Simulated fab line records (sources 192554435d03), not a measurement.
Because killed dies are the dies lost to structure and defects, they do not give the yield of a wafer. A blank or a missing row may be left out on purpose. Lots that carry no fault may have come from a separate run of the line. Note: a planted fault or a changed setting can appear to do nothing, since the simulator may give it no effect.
Split-lot trial    flow n5 finfet    39 wafers read across 7 lots, on a route 1938 steps long

SPLIT DETAILS
At N5_BEOL_M0_SAQP_ILD_DEP_01 (deposits SiOC from DEMS/O2, target thk 45.419 nm, time 8.7 s), the setting target thk a was moved away from the recipe's 454.19 angstrom on 15 of the 39 wafers read, by -49.8% to +52.5%. For the rest of the wafers, this setting stayed at what the recipe calls for.

Reading taken at the split's own step.

THE READING
SiOC_of_BEOL_M0_SAQP_ILD_DEP_01.thk nm (the simulator's own value, which no gauge read), in nm, at N5_BEOL_M0_SAQP_ILD_DEP_01 (deposits SiOC from DEMS/O2, target thk 45.419 nm, time 8.7 s). No usual value for it is given in the file. Here, 24 wafers ran the recipe; their average is 45.6 nm with a standard deviation of 0.59 nm.

wafer   tool, chamber at the split  target thk a as run, angstrom  against the recipe  SiOC_of_BEOL_M0_SAQP_ILD_DEP_01.thk nm, nm  against lot-mates on the recipe
L076.1  pecvd-02, 2                 228.1                          -49.8%              21.4                                        -23.8
L076.2  pecvd-02, 0                 454.19                         recipe              45.2                                        -
L076.3  pecvd-02, 1                 228.1                          -49.8%              22.2                                        -23.0
L076.4  pecvd-02, 2                 454.19                         recipe              44.8                                        -
L076.5  pecvd-02, 0                 228.1                          -49.8%              22.6                                        -22.6
L076.6  pecvd-02, 1                 454.19                         recipe              45.6                                        -
L078.1  pecvd-03, 2                 454.19                         recipe              45.2                                        -
L078.2  pecvd-03, 1                 454.19                         recipe              45.8                                        -
L078.6  pecvd-03, 1                 454.19                         recipe              45.8                                        -
L078.3  pecvd-03, 0                 454.19                         recipe              45.6                                        -
L078.4  pecvd-03, 2                 454.19                         recipe              46                                          -
L078.5  pecvd-03, 0                 454.19                         recipe              46.4                                        -
L080.1  pecvd-03, 1,0               454.19                         recipe              45.4                                        -
L080.4  pecvd-03, 1,0               454.19                         recipe              45.4                                        -
L080.2  pecvd-03, 0                 290.8                          -36.0%              28.8                                        -16.5
L080.3  pecvd-03, 2                 454.19                         recipe              45.2                                        -
L080.5  pecvd-03, 1                 290.8                          -36.0%              29.4                                        -15.9
L080.6  pecvd-03, 2                 290.8                          -36.0%              29.2                                        -16.1
L081.1  pecvd-02, 1                 454.19                         recipe              45.4                                        -
L081.2  pecvd-02, 0,2               692.5                          +52.5%              69.2                                        +24.2
L081.6  pecvd-02, 0,2               692.5                          +52.5%              69.2                                        +24.2
L081.3  pecvd-02, 2                 454.19                         recipe              44                                          -
L081.4  pecvd-02, 0                 454.19                         recipe              45.6                                        -
L081.5  pecvd-02, 1                 692.5                          +52.5%              69.6                                        +24.6
L086.1  pecvd-02, 2                 662.9                          +46.0%              65                                          +19.9
L086.2  pecvd-02, 0                 454.19                         recipe              45.4                                        -
L086.3  pecvd-02, 1                 454.19                         recipe              45.2                                        -
L086.4  pecvd-02, 0                 662.9                          +46.0%              67                                          +21.9
L086.5  pecvd-02, 1                 662.9                          +46.0%              66.4                                        +21.3
L086.6  pecvd-02, 2                 454.19                         recipe              44.8                                        -
L090.1  pecvd-03, 0                 454.19                         recipe              45.8                                        -
L090.2  pecvd-03, 2                 584.1                          +28.6%              58.6                                        +12.4
L090.3  pecvd-03, 1                 584.1                          +28.6%              58.8                                        +12.6
L090.4  pecvd-03, 1                 454.19                         recipe              46.8                                        -
L090.5  pecvd-03, 2                 584.1                          +28.6%              59                                          +12.8
L090.6  pecvd-03, 0                 454.19                         recipe              46                                          -
L089.2  pecvd-04, 2                 454.19                         recipe              46                                          -
L089.5  pecvd-04, 2                 454.19                         recipe              46.6                                        -
L089.6  pecvd-04, 1                 454.19                         recipe              45.6                                        -
When a row names more than one chamber, that row covers several wafers, and the file does not tell which wafer ran in which chamber.

FIT RESULTS
A straight line over all 39 wafers: SiOC_of_BEOL_M0_SAQP_ILD_DEP_01.thk nm changes by +0.459 nm for each +1% of target thk a; r = +1.00; the points scatter about the line by 0.61 nm.
The same after taking each lot's own level away (the mean of its wafers on the recipe; 39 wafers): +0.459 nm for each +1%; r = +1.00; scatter 0.49 nm.
That fit puts the effect of the largest move of target thk a on the reading at 24 nm.
From 45.00 to 46.20 nm: that is the span of the lots' own levels, equal to 2.0 times the standard deviation above.
Hence the lot-to-lot level has little effect on the slope; both slopes agree.
Check: +24 nm against its lot-mates is what the line predicts for one of the wafers moved furthest among these (+52.5%) when that wafer is left out of the fit. Against them it came out at +24.2 nm.

FURTHER SPLITS ON THESE WAFERS
Other splits were also applied to these wafers ahead of the reading. Each is held against what the fit with the lots' levels taken away leaves over:
other split on the same wafers         wafers away from the commonest value  r with SiOC_of_BEOL_M0_SAQP_ILD_DEP_01.thk nm (lot level and that fit taken away)
N5_SD_EPI_N_ETCH_35 time s             9                                     +0.09
N5_MOL_CONTACT_COAG_ALD_20 ald cycles  6                                     +0.22

FILE'S OWN FIT
SiOC_of_BEOL_M0_SAQP_ILD_DEP_01.thk nm changes by +0.459 nm for each +1% of target thk a, r = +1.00.
